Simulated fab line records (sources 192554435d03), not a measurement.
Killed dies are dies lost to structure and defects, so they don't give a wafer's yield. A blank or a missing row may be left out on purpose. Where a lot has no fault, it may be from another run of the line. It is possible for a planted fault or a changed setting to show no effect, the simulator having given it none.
Chamber matching    flow n5 finfet    rie si-01 running N5_BEOL_M0_SAQP_MANDREL_ETCH_103: 4 sister chambers
The step etches a-Si in HBr/Cl2, stops on SiCN, target depth 45 nm, bt time 10 s, time 27 s. 18 wafers are shown with their chamber, then 9 later ones without.

WAFERS, EACH WITH ITS CHAMBER
wafer   chamber  throttle valve pct (%)  oes product au (a.u.)  mfc cl2 sccm (sccm)
L075.2  3        35.5                    0.662                  80.22
L075.4  1        35.4                    0.687                  80.31
L075.6  0        35.2                    0.701                  80.05
L078.1  1        35.4                    0.688                  80.61
L078.3  3        35.5                    0.670                  79.89
L078.5  0        35.3                    0.696                  79.87
L077.4  2        35.1                    0.687                  80.13
L077.5  3        35.5                    0.658                  80.25
L077.6  2        35.2                    0.691                  80.02
L088.1  0        35.3                    0.689                  79.94
L088.3  2        35.1                    0.680                  79.98
L088.4  3        35.5                    0.670                  79.85
L092.2  1        35.4                    0.688                  80.03
L092.3  2        35.1                    0.695                  79.98
L092.5  0        35.2                    0.700                  80.38
L093.1  2        35.1                    0.692                  79.59
L093.2  3        35.5                    0.671                  79.76
L093.6  3        35.5                    0.667                  79.88

SIGNATURES, as means of the wafers listed above
reading             chamber 0  chamber 1  chamber 2  chamber 3  scatter within a chamber
throttle valve pct  35.250     35.400     35.120     35.500     0.0359
oes product au      0.69650    0.68767    0.68900    0.66633    0.00508
mfc cl2 sccm        80.0600    80.3167    79.9400    79.9750    0.224
Rule: a wafer lies at a distance from a chamber equal to the root of the sum of squares, over the readings, of (its reading less the chamber's mean, divided by the reading's scatter). If the next closest chamber is less than 2 further off than the closest, the wafer can't be placed; otherwise it belongs to the closest. How the scatter is found: for the shown wafers, subtract from each reading the mean of its chamber, square and add these, divide the total by (wafers less chambers), then take the root.

WAFERS WHOSE CHAMBER IS MISSING
wafer   throttle valve pct (%)  oes product au (a.u.)  mfc cl2 sccm (sccm)
L094.2  35.3                    0.691                  80.10
L094.5  35.2                    0.692                  80.11
L094.6  35.5                    0.671                  80.18
L096.1  35.4                    0.691                  79.86
L096.2  35.2                    0.685                  80.24
L096.6  35.1                    0.697                  80.09
L097.1  35.2                    0.680                  79.89
L097.3  35.3                    0.684                  80.07
L097.5  35.3                    0.689                  79.50

EACH ONE'S CHAMBER
wafer   from the rows above      in truth
L094.2  can't be placed: 0 or 1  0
L094.5  can't be placed: 0 or 2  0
L094.6  3                        3
L096.1  1                        1
L096.2  can't be placed: 2 or 0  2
L096.6  2                        2
L097.1  can't be placed: 2 or 0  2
L097.3  can't be placed: 0 or 1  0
L097.5  can't be placed: 0 or 1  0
Placed correctly: 3 of 9. Not placeable from these rows: 6 (in 6, the candidates include the true chamber). 0 placed wrongly.
